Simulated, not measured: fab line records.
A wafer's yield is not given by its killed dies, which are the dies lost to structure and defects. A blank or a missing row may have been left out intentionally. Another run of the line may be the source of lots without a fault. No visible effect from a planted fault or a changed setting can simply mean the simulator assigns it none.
fab line records	flow nand_harc	part 2 of 2: steps 5 to 6 of 6
[record] lots = 23	wafers = 69	last_day = 33
route steps=1302 shown A_CHANNEL_FILL_D2@628 A_STAIRCASE@675
lots with no fault: from the same line, run without faults
start_h: the number of hours between the record's first day and the start of the first shown wafer of the lot	wait_h: hours since the lot's step before	" unchanged from the row above	L1.1+2: one row covering several wafers at once	- no value, or no start given	* or withheld: withheld	< > ~ a bound
route shown NAME@n: names a module that has steps shown in the file, with the first one's number in the route	usual: mean and standard deviation over wafers with no fault	same: alike in all rows	chamber/n: place in a boat	sites: per-site readings	_std_site: the standard deviation of these	_edge_site: inner sites' mean taken away from outer sites' mean	radius_mm: for every site, how far away it sits from the centre of the wafer	mask NAME#n: copy n	behind: the most recent tool/chamber to have shaped the wafer	hold: cause of the lot's hold/its duration in hours/its outcome	device: the n, p or np transistor that did not switch	end of line: tests of these same wafers at the route's end	for a step that has no rows: nothing shown but its recipe	killed: at the first sort, the dies lost to defects and structure; wafer yield is something else	map: the dies of a wafer, with x for killed, . for not killed, _ for no die there
set.NAME: setting as actually run; set.NAME@STEP: the setting as run at that earlier step	model.NAME: the simulator's own value behind a step, which no gauge read
a sample of lots followed through the steps of the route, with each step as a table and each wafer as a row
services: when a tool's chamber went out of use (start_h, in hours from the record's first day, below 0 if earlier), for how many hours, and the reason
[[steps]]
[step NHARC_A_STAIRCASE_TRIM_200]
[recipe] time_s = 211.2	o2_flow_sccm = 500	ar_flow_sccm = 0	bias_w = 0	chemistry = O2
[usual] drypump_motor_current_A = 5.8/0.46	oes_product_au = 1.001/0.0096	rf_vpp_V = 57.8/0.95	showerhead_plenum_p_Torr = 3.50/0.13	throttle_valve_pct = 17.036/0.0087
[same] bias_w = 0
lot.wafer	tool	chamber	start_h	wait_h	drypump_motor_current_A	oes_product_au	rf_hours_counter_h	rf_vpp_V	showerhead_plenum_p_Torr	throttle_valve_pct
L075.1	rie_diel-03	0	-	-	6.5	1.004	21	57.9	3.65	17.038
L075.3	"	1	"	"	5.7	1.010	23	57.6	3.59	17.035
L075.6	"	3	"	"	5.9	1.005	-	56.5	3.28	17.049
L074.2	rie_diel-03	1	-	-	5.7	1.013	24	57.9	3.59	17.032
L074.3	"	3	"	"	5.9	0.996	19	55.5	3.28	17.029
L074.6	"	2	"	"	4.9	1.004	-	57.5	3.55	17.041
L076.3	rie_diel-03	2	-	-	5.0	1.012	31	58.5	3.54	17.030
L076.6	"	3	"	"	5.9	0.986	-	56.6	3.28	17.019
L076.5	"	0	"	"	6.5	0.999	-	59.9	3.65	17.038
L077.1	rie_diel-03	3	-	-	5.9	1.002	30	57.5	3.28	17.018
L077.3	"	1	"	"	5.7	1.006	33	57.6	3.58	17.035
L077.5	"	2	"	"	4.9	1.010	-	58.2	3.54	17.038
L078.1	rie_diel-05	2	-	-	5.4	0.998	53	57.6	3.52	17.032
L078.2	"	0	"	"	5.7	0.993	50	57.1	3.49	17.042
L078.5	"	2	"	"	5.4	0.982	-	57.3	3.52	17.033
L079.4	rie_diel-03	1	-	-	5.7	1.006	41	58.1	3.58	17.040
L079.1	"	2	"	"	5.0	1.015	39	59.1	3.53	17.047
L079.3	"	0	"	"	6.5	1.021	34	58.7	3.65	17.054
L080.1	rie_diel-12	3	-	-	6.1	0.989	53	57.7	3.33	17.022
L080.3	"	0	"	"	6.2	1.016	46	57.0	3.40	17.037
L080.5	"	3	"	"	6.2	0.985	-	56.7	3.33	17.034
L082.1	rie_diel-12	0	-	-	6.3	1.018	54	57.6	3.40	17.033
L082.4	"	1	"	"	6.2	0.991	50	58.9	3.55	17.031
L082.5	"	3	"	"	6.1	0.991	-	56.7	3.32	17.048
L083.4	rie_diel-12	2	-	-	5.6	0.995	5	57.5	3.55	17.028
L083.5	"	3	"	"	6.1	1.006	-	57.3	3.32	17.033
L083.6	"	0	"	"	6.2	1.003	-	60.0	3.40	17.041
L085.1	rie_diel-12	2	-	-	5.6	1.005	6	58.4	3.55	17.044
L085.2	"	3	"	"	6.1	1.009	5	57.9	3.32	17.035
L085.6	"	1	"	"	6.2	1.003	-	57.4	3.55	17.039
L084.2	rie_diel-05	1	-	-	6.2	0.996	19	56.8	3.31	17.043
L084.4	"	1	"	"	6.2	1.002	-	58.9	3.31	17.052
L084.5	"	3	"	"	5.7	1.007	-	56.4	3.62	17.037
L086.3	rie_diel-03	1	-	-	5.7	1.003	1	57.3	3.57	17.033
L086.4	"	2	"	"	4.9	1.021	1	57.9	3.52	17.033
L086.2	"	3	"	"	5.9	1.010	1	58.9	3.81	17.035
L088.1	rie_diel-12	2	-	-	5.6	0.992	19	57.3	3.54	17.035
L088.3	"	3	"	"	6.2	0.997	21	58.1	3.31	17.042
L088.5	"	2	"	"	5.6	0.992	-	57.9	3.54	17.027
L087.1	rie_diel-05	1	-	-	6.1	0.993	33	56.4	3.30	17.040
L087.5	"	1	"	"	6.2	0.986	-	57.5	3.30	17.029
L087.6	"	2	"	"	5.4	0.990	-	58.9	3.50	17.043
L090.1	rie_diel-05	2	-	-	5.4	0.989	24	57.5	3.50	17.024
L090.2	"	3	"	"	5.8	1.001	29	57.9	3.61	17.045
L090.6	"	3	"	"	5.7	0.993	-	59.1	3.62	17.039
L089.3	rie_diel-12	1	-	-	6.2	0.990	23	59.0	3.54	17.053
L089.5	"	1	"	"	6.2	0.995	-	57.4	3.54	17.050
L089.6	"	2	"	"	5.6	0.989	-	55.9	3.54	17.042
L091.2	rie_diel-03	2	-	-	5.0	1.008	21	55.4	3.51	17.037
L091.4	"	0	"	"	6.5	1.005	19	58.1	3.63	17.049
L091.5	"	2	"	"	5.0	1.013	-	58.0	3.52	17.033
L092.2	rie_diel-03	2	-	-	5.0	1.010	33	58.5	3.51	17.040
L092.6	"	1	"	"	5.7	0.991	-	57.9	3.56	17.033
L092.5	"	2	"	"	5.0	1.008	-	57.5	3.51	17.018
L093.1	rie_diel-12	1	-	-	6.2	1.014	35	56.6	3.53	17.039
L093.6	"	0	"	"	6.2	1.008	-	57.0	3.38	17.033
L093.5	"	1	"	"	6.2	1.000	-	58.3	3.53	17.048
L094.1	rie_diel-03	3	-	-	5.9	0.994	33	59.8	3.79	17.037
L094.3	"	1	"	"	5.7	0.983	28	57.0	3.55	17.035
L094.6	"	3	"	"	5.9	0.998	-	57.4	3.79	17.027
L095.1	rie_diel-05	2	-	-	5.4	1.003	45	57.5	3.49	17.019
L095.3	"	3	"	"	5.7	0.996	48	58.2	3.60	17.048
L095.2	"	1	"	"	6.2	0.995	52	58.4	3.29	17.041
L097.1	rie_diel-03	0	-	-	6.5	1.018	41	57.8	3.61	17.038
L097.3	"	1	"	"	5.7	1.004	34	57.8	3.55	17.018
L097.2	"	2	"	"	5.0	1.008	44	57.0	3.50	17.043
L096.1	rie_diel-12	1	-	-	6.2	0.989	48	59.1	3.52	17.037
L096.2	"	2	"	"	5.6	1.000	47	57.4	3.52	17.038
L096.6	"	3	"	"	6.1	1.000	-	57.3	3.30	17.027
[step NHARC_A_STAIRCASE_ETCH_230]
[recipe] target_depth_a = 1000	time_s = 40.5	ion_energy_ev = 400	c4f8_flow_sccm = 20	o2_flow_sccm = 10	ar_flow_sccm = withheld	rf_w = 600	bias_w = 1000	chemistry = C4F8/O2
[usual] bias_w = 1000.4/2.7	oes_product_au = 0.953/0.02	rf_vpp_V = 895/5
lot.wafer	tool	chamber	start_h	wait_h	bias_w	oes_product_au	rf_hours_counter_h	rf_vpp_V
L075.1	rie_diel-12	2	-	-	1002.4	0.979	31	899
L075.3	"	0	"	"	1001.2	0.964	24	893
L075.6	"	2	"	"	1001.8	0.982	-	899
L074.2	rie_diel-03	0	-	-	1000.5	0.956	24	900
L074.3	"	3	"	"	997.2	0.959	21	888
L074.6	"	0	"	"	999.0	0.958	-	901
L076.3	rie_diel-05	1	-	-	1001.4	0.928	52	888
L076.5	"	2	"	"	998.1	0.931	-	896
L076.6	"	3	"	"	1001.7	0.941	-	898
L077.1	rie_diel-05	2	-	-	998.5	0.943	51	894
L077.3	"	1	"	"	1000.9	0.964	53	888
L077.5	"	2	"	"	992.9	0.950	-	897
L078.2	rie_diel-12	2	-	-	1003.7	0.921	41	898
L078.1	"	0	"	"	1004.2	0.937	36	892
L078.5	"	1	"	"	999.6	0.923	-	896
L079.3	rie_diel-12	2	-	-	1000.5	0.939	50	897
L079.4	"	3	"	"	1000.6	0.943	53	888
L079.1	"	0	"	"	996.5	0.975	46	892
L080.3	rie_diel-12	3	-	-	1002.1	0.929	55	889
L080.1	"	0	"	"	998.0	0.953	48	890
L080.5	"	3	"	"	1004.5	0.944	-	888
L082.4	rie_diel-12	1	-	-	1000.8	0.952	50	896
L082.1	"	2	"	"	1003.0	0.968	56	896
L082.5	"	2	"	"	1003.0	0.970	-	896
L083.4	rie_diel-12	0	-	-	1002.0	0.970	5	891
L083.6	"	1	"	"	1003.6	0.970	-	897
L083.5	"	2	"	"	996.4	0.985	-	895
L085.1	rie_diel-05	3	-	-	1001.7	0.928	14	900
L085.2	"	0	"	"	1006.0	0.943	17	896
L085.6	"	0	"	"	996.7	0.938	-	896
L084.2	rie_diel-03	3	-	-	998.8	0.962	0	905
L084.4	"	2	"	"	1002.6	0.994	0	897
L084.5	"	0	"	"	995.7	0.976	-	900
L086.2	rie_diel-03	3	-	-	997.6	0.949	1	906
L086.3	"	0	"	"	1002.8	0.979	1	900
L086.4	"	1	"	"	1000.2	0.976	2	897
L088.1	rie_diel-03	2	-	-	1001.9	0.956	13	897
L088.3	"	3	"	"	1003.8	0.956	12	905
L088.5	"	3	"	"	1001.4	0.963	-	906
L087.1	rie_diel-12	2	-	-	1003.7	0.923	21	896
L087.6	"	3	"	"	998.9	0.928	-	888
L087.5	"	0	"	"	999.8	0.927	-	891
L090.2	rie_diel-03	2	-	-	1010.3	0.930	19	896
L090.1	"	0	"	"	1000.2	0.920	17	899
L090.6	"	3	"	"	997.5	0.929	-	906
L089.3	rie_diel-05	0	-	-	1000.2	0.967	32	895
L089.6	"	2	"	"	1003.1	0.967	-	896
L089.5	"	3	"	"	1003.3	0.953	-	898
L091.2	rie_diel-05	2	-	-	1004.5	0.942	29	895
L091.4	"	3	"	"	1001.6	0.947	33	899
L091.5	"	0	"	"	996.5	0.983	-	895
L092.2	rie_diel-12	1	-	-	1000.8	0.929	35	896
L092.5	"	3	"	"	997.0	0.935	-	887
L092.6	"	0	"	"	1000.6	0.932	-	891
L093.1	rie_diel-03	2	-	-	999.2	0.991	33	895
L093.5	"	2	"	"	1000.1	0.989	-	894
L093.6	"	3	"	"	1001.6	0.970	-	906
L094.1	rie_diel-03	2	-	-	997.0	0.984	39	897
L094.3	"	3	"	"	999.7	0.982	34	905
L094.6	"	2	"	"	1000.1	0.985	-	895
L095.1	rie_diel-05	1	-	-	1001.2	0.924	53	888
L095.3	"	2	"	"	998.1	0.935	46	894
L095.2	"	0	"	"	999.7	0.944	46	894
L097.1	rie_diel-03	2	-	-	999.0	0.979	45	895
L097.2	"	3	"	"	998.9	0.986	43	906
L097.3	"	1	"	"	997.4	0.965	35	897
L096.1	rie_diel-12	0	-	-	1004.0	0.934	52	890
L096.2	"	3	"	"	1002.4	0.942	54	887
L096.6	"	1	"	"	997.9	0.932	-	896
[[services]]
tool	chamber	start_h	hours	kind
rie_diel-11	-	327.19	0.6	repair
rie_diel-07	1	330.35	17.6	repair
rie_diel-04	-	354.90	9.0	pm
rie_diel-07	2	362.84	9.6	repair
rie_diel-12	-	376.64	0.5	repair
rie_diel-03	2	394.33	1.7	repair
rie_diel-03	0	400.29	7.5	repair
rie_diel-12	3	401.05	5.6	repair
rie_diel-05	-	407.07	9.0	pm
rie_diel-07	-	427.80	1.2	repair
rie_diel-11	2	429.67	1.3	repair
rie_diel-11	-	432.50	9.0	pm
rie_diel-12	-	447.42	9.0	pm
rie_diel-03	2	453.37	4.3	repair
rie_diel-12	-	458.24	0.5	repair
rie_diel-05	2	464.84	31.8	repair
rie_diel-07	-	471.20	9.0	pm
rie_diel-03	1	502.74	20.3	repair
rie_diel-11	3	507.81	2.7	repair
rie_diel-12	-	536.03	2.2	repair
rie_diel-11	3	549.31	8.8	repair
rie_diel-07	-	567.37	0.9	repair
rie_diel-12	2	569.33	2.6	repair
rie_diel-05	-	584.74	9.0	pm
